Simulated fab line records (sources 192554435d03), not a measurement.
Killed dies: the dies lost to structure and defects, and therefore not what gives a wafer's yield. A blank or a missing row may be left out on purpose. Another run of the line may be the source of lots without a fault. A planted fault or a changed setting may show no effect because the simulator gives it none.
What tool caused it? -- flow n5_finfet -- 21 lots with 63 wafers sampled at 4 steps, on a route of 1938 steps

WHAT EACH GAUGE READ, for each wafer
N5_MOL_CONTACT_COAG_CD_MEAS_84: target cd 25.1 nm.
lot,measured,on,cd_nm (nm)
L074,day 5 05:06,cd_sem-02,25.16 25.12 24.92
L075,day 5 06:43,cd_sem-02,24.72 24.97 25.13
L076,day 5 14:14,cd_sem-02,24.70 24.99 25.17
L077,day 5 22:24,cd_sem-03,25.38 24.47 24.72
L078,day 5 23:01,cd_sem-01,24.97 25.03 24.97
L079,day 6 04:25,cd_sem-01,25.21 25.14 25.40
L080,day 6 15:53,cd_sem-02,24.94 24.99 24.61
L082,day 7 00:20,cd_sem-03,25.06 25.20 24.92
L083,day 7 04:31,cd_sem-01,24.33 24.62 25.11
L084,day 7 17:55,cd_sem-03,25.32 25.27 25.32
L085,day 7 18:17,cd_sem-01,25.28 24.96 25.11
L086,day 8 05:43,cd_sem-03,24.78 25.19 25.04
L087,day 8 11:25,cd_sem-03,24.83 25.57 25.25
L088,day 8 15:06,cd_sem-01,24.88 24.99 24.91
L089,day 8 18:05,cd_sem-03,24.83 25.18 25.34
L090,day 9 00:40,cd_sem-03,25.31 25.11 24.90
L091,day 9 08:00,cd_sem-02,25.29 25.21 25.03
L092,day 9 12:56,cd_sem-03,25.26 25.42 25.28
L093,day 9 18:50,cd_sem-01,25.25 24.55 25.03
L095,day 10 06:45,cd_sem-02,25.03 25.13 24.96
L097,day 10 18:34,cd_sem-02,25.32 24.76 25.14

WHICH TOOL RAN EACH LOT (tool, then ch and the chambers of the sampled wafers, then the start)
lot,N5_GATE_CUT_ETCH_36,N5_MOL_CONTACT_COAG_ETCH_106,N5_MOL_CONTACT_COAG_CMP_28
L074,"rie_diel-05 ch 1,3, day 4 10:28","rie_diel-02 ch 1,2, day 4 14:36","cmp-03 ch 2,3, day 5 01:26"
L075,"rie_diel-04 ch 1,2,3, day 4 15:02","rie_diel-03 ch 0,2,3, day 4 19:11","cmp-02 ch 0,1,3, day 5 05:25"
L076,"rie_diel-04 ch 0,2,3, day 4 23:51","rie_diel-03 ch 1,2, day 5 04:56","cmp-02 ch 0,1,2, day 5 12:59"
L077,"rie_diel-04 ch 0,1,3, day 5 07:52","rie_diel-03 ch 0,1,2, day 5 12:34","cmp-03 ch 0,1,2, day 5 20:38"
L078,"rie_diel-05 ch 1,3, day 5 10:30","rie_diel-03 ch 0,2,3, day 5 14:26","cmp-03 ch 0,2,3, day 5 21:54"
L079,"rie_diel-04 ch 1,2, day 5 16:22","rie_diel-03 ch 0,2,3, day 5 20:15","cmp-02 ch 1,3, day 6 03:13"
L080,"rie_diel-05 ch 1,2, day 6 01:19","rie_diel-06 ch 0,2, day 6 05:35","cmp-02 ch 1,3, day 6 14:31"
L082,"rie_diel-04 ch 0,3, day 6 10:05","rie_diel-06 ch 1,2, day 6 13:59","cmp-04 ch 0,2,3, day 6 23:12"
L083,"rie_diel-05 ch 1,2,3, day 6 15:55","rie_diel-02 ch 0,1,2, day 6 20:13","cmp-02 ch 0,1,3, day 7 03:09"
L084,"rie_diel-04 ch 0,2, day 7 01:37","rie_diel-03 ch 1,2,3, day 7 06:14","cmp-04 ch 2,3, day 7 16:02"
L085,"rie_diel-05 ch 1,2,3, day 7 05:29","rie_diel-06 ch 1,2,3, day 7 09:43","cmp-04 ch 0,1,2, day 7 17:01"
L086,"rie_diel-04 ch 0,1, day 7 15:20","rie_diel-06 ch 0,1,2, day 7 19:16","cmp-03 ch 0,1,2, day 8 04:37"
L087,"rie_diel-04 ch 0,1,3, day 7 20:03","rie_diel-06 ch 0,1,3, day 8 00:03","cmp-02 ch 0,1, day 8 09:35"
L088,"rie_diel-05 ch 1,2, day 7 23:13","rie_diel-03 ch 0,1, day 8 03:02","cmp-02 ch 0,1,2, day 8 12:52"
L089,"rie_diel-01 ch 2,3, day 8 05:27","rie_diel-03 ch 0,1,2, day 8 09:26","cmp-02 ch 0,2,3, day 8 16:49"
L090,"rie_diel-05 ch 0,1,2, day 8 10:58","rie_diel-02 ch 1,2,3, day 8 14:55","cmp-02 ch 0,2,3, day 8 23:22"
L091,"rie_diel-01 ch 1,2,3, day 8 17:06","rie_diel-06 ch 0,3, day 8 22:01","cmp-03 ch 0,2,3, day 9 06:47"
L092,"rie_diel-01 ch 1,2,3, day 8 22:29","rie_diel-06 ch 0,1,3, day 9 02:27","cmp-02 ch 1,3, day 9 11:36"
L093,"rie_diel-04 ch 0,1, day 9 05:51","rie_diel-06 ch 0,2, day 9 10:07","cmp-03 ch 0,2, day 9 17:43"
L095,"rie_diel-05 ch 1,2, day 9 16:44","rie_diel-02 ch 1,2, day 9 20:50","cmp-04 ch 1,3, day 10 05:26"
L097,"rie_diel-05 ch 1,2,3, day 10 05:22","rie_diel-06 ch 1,2,3, day 10 09:43","cmp-02 ch 2,3, day 10 17:23"
- N5_GATE_CUT_ETCH_36: etches SiARC in CF4, target depth 13 nm, time 21.7 s.
- N5_MOL_CONTACT_COAG_ETCH_106: etches SOC in N2/H2, target depth 80 nm, overetch 16 nm, time 120 s.
- N5_MOL_CONTACT_COAG_CMP_28: polishes, stops on SiNx, t overpolish 0.85 s, target thk 14.522 nm.

AS READ BY THE TOOLS THEMSELVES (means over the sampled wafers that have a number; for cases with no such wafer, the mark the record gives instead)
N5_GATE_CUT_ETCH_36.
lot,tool,drypump_motor_current_A (A),etch_rf_on_time_s (s),oes_product_au (a.u.),rf_vpp_V (V),showerhead_plenum_p_Torr (Torr),throttle_valve_pct (%)
L074,rie_diel-05,6.2,21.3,0.66,183.8,2.17,15.66
L075,rie_diel-04,5.7,21.7,0.65,182.8,2.12,15.67
L076,rie_diel-04,5.4,21.5,0.61,183.7,2.07,15.66
L077,rie_diel-04,5.5,21.4,0.68,184.3,2.15,15.59
L078,rie_diel-05,6.2,21.2,0.65,185.0,2.17,15.67
L079,rie_diel-04,5.7,21.5,0.64,183.7,2.11,15.68
L080,rie_diel-05,5.8,21.7,0.69,183.8,2.11,15.70
L082,rie_diel-04,5.5,21.5,0.62,182.9,2.07,15.68
L083,rie_diel-05,5.9,21.7,0.66,185.4,2.15,15.70
L084,rie_diel-04,5.3,21.0,0.72,184.7,2.19,15.43
L085,rie_diel-05,5.9,21.4,0.66,184.3,2.15,15.71
L086,rie_diel-04,5.6,20.9,0.72,185.6,2.23,15.56
L087,rie_diel-04,5.5,21.2,0.67,183.9,2.14,15.62
L088,rie_diel-05,5.9,21.6,0.68,183.6,2.11,15.72
L089,rie_diel-01,5.4,21.8,0.68,184.5,2.11,15.63
L090,rie_diel-05,5.8,21.8,0.72,184.9,2.14,15.64
L091,rie_diel-01,5.8,22.1,0.68,183.6,2.11,15.52
L092,rie_diel-01,5.8,22.1,0.68,183.5,2.11,15.53
L093,rie_diel-04,5.3,21.0,0.68,184.4,2.18,15.57
L095,rie_diel-05,5.6,21.5,0.68,184.0,2.13,15.76
L097,rie_diel-05,5.9,21.4,0.65,183.5,2.14,15.76

N5_MOL_CONTACT_COAG_ETCH_106.
lot,tool,drypump_motor_current_A (A),n2_flow_sccm (sccm),oes_product_au (a.u.),rf_vpp_V (V),showerhead_plenum_p_Torr (Torr),throttle_valve_pct (%)
L074,rie_diel-02,5.7,200.0,0.67,525.9,2.60,17.99
L075,rie_diel-03,5.9,199.7,0.73,524.6,2.57,17.84
L076,rie_diel-03,5.8,200.2,0.66,524.9,2.56,17.79
L077,rie_diel-03,5.7,200.9,0.67,523.6,2.54,17.90
L078,rie_diel-03,5.8,199.8,0.72,524.3,2.56,17.85
L079,rie_diel-03,5.8,200.1,0.72,524.7,2.56,17.86
L080,rie_diel-06,6.1,199.7,0.65,522.2,2.49,18.04
L082,rie_diel-06,5.8,199.8,0.66,521.7,2.49,18.15
L083,rie_diel-02,5.6,200.6,0.65,524.7,2.55,17.86
L084,rie_diel-03,5.8,199.9,0.69,526.3,2.62,17.81
L085,rie_diel-06,5.7,200.0,0.65,521.6,2.45,17.96
L086,rie_diel-06,5.9,199.5,0.66,524.0,2.53,18.09
L087,rie_diel-06,5.5,199.4,0.66,523.6,2.54,17.94
L088,rie_diel-03,5.4,199.3,0.65,524.8,2.57,17.94
L089,rie_diel-03,5.7,200.2,0.65,523.8,2.53,17.94
L090,rie_diel-02,5.6,200.3,0.65,524.4,2.55,18.08
L091,rie_diel-06,5.4,199.7,0.66,523.2,2.50,17.75
L092,rie_diel-06,5.5,200.6,0.65,523.5,2.53,17.95
L093,rie_diel-06,6.1,200.7,0.79,527.1,2.70,17.72
L095,rie_diel-02,5.7,199.9,0.64,524.8,2.58,18.06
L097,rie_diel-06,5.6,200.1,0.71,522.4,2.55,17.81

N5_MOL_CONTACT_COAG_CMP_28.
lot,tool,head_pressure_psi (psi),motor_current_A (A),time_to_endpoint_s (s)
L074,cmp-03,4.156,13.9,5.8
L075,cmp-02,4.159,12.0,5.8
L076,cmp-02,4.148,12.5,8.6
L077,cmp-03,4.157,13.4,3.3
L078,cmp-03,4.149,13.5,2.7
L079,cmp-02,4.149,11.1,3.2
L080,cmp-02,4.143,12.0,4.0
L082,cmp-04,4.157,11.0,4.5
L083,cmp-02,4.160,11.9,6.3
L084,cmp-04,4.144,10.6,4.3
L085,cmp-04,4.159,11.5,2.9
L086,cmp-03,4.146,13.3,1.2
L087,cmp-02,4.143,12.5,5.8
L088,cmp-02,4.147,12.6,7.2
L089,cmp-02,4.153,12.2,8.1
L090,cmp-02,4.150,12.2,8.6
L091,cmp-03,4.146,13.4,2.5
L092,cmp-02,4.151,11.8,5.8
L093,cmp-03,4.149,13.1,3.2
L095,cmp-04,4.150,11.3,4.2
L097,cmp-02,4.150,12.4,7.3

THE ANSWER, worked out from the rows above alone
Rule: the usual values come from the lots themselves. Put in order of their means at a reading, lots are off if they are a third of the lots or fewer, leave a main group of 4 or more, and stand apart from it by a gap of 3 or more times the standard deviation of the main group's means; of several such gaps the widest counts. A main group is skipped when, at the precision printed for the reading in the tables above, its means are all equal. Also off: a lot with no number at a reading for which 4 or more lots have one. Where the step has rows for the other lots, those lots are counted as sound. The gauges are gone through in route order, then the tools' own readings, and for those a lot's mean is taken as printed above. The first step at which some lot is off is used, and at that step the reading that is off furthest; a lot without a number counts as furthest.
No lot is off on any of the readings shown, so nothing can be concluded from this.

WHAT THE SIMULATOR HAD PUT IN
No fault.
